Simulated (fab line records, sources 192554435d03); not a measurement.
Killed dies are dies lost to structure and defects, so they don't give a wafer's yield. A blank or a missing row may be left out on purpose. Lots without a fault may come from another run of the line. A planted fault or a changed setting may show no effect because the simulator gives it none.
Chamber matching | flow n5_finfet | N5_SD_EPI_P_ETCH_16 on rie_diel-04: 4 sister chambers
The step etches SiO2 in CHF3/O2, target depth 5 nm. 4 wafers are shown with their chamber, then 8 later ones without.

WAFERS WITH THEIR CHAMBER
wafer  | chamber | showerhead_plenum_p_Torr (Torr)
L079.2 | 2       | 2.51
L080.2 | 1       | 2.36
L080.4 | 3       | 2.28
L091.2 | 0       | 2.48

WAFERS WITHOUT THEIR CHAMBER
wafer  | showerhead_plenum_p_Torr (Torr)
L091.3 | 2.50
L091.6 | 2.48
L092.1 | 2.35
L092.3 | 2.48
L092.4 | 2.50
L096.1 | 2.48
L096.2 | 2.50
L096.4 | 2.35

WHICH CHAMBER EACH WENT THROUGH
wafer  | from the rows above     | in truth
L091.3 | can't be placed: 2 or 0 | 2
L091.6 | 0                       | 0
L092.1 | 1                       | 1
L092.3 | 0                       | 0
L092.4 | can't be placed: 2 or 0 | 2
L096.1 | 0                       | 0
L096.2 | can't be placed: 2 or 0 | 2
L096.4 | 1                       | 1
Placed correctly: 5 of 8. Can't be placed from these rows: 3 (the true chamber is among the candidates in 3). Placed wrongly: 0.
How it was worked out, from the rows above alone: a wafer's distance from a chamber is the root of the sum, over the readings, of the square of ((its reading less the chamber's mean) divided by the reading's scatter). The wafer belongs to the nearest chamber; if the next one is less than 2 further off, it can't be placed. A chamber's mean is the mean of its shown wafers. The scatter: with one shown wafer a chamber, the root of the mean of the squares of how far each hidden wafer lies from its nearest shown one.
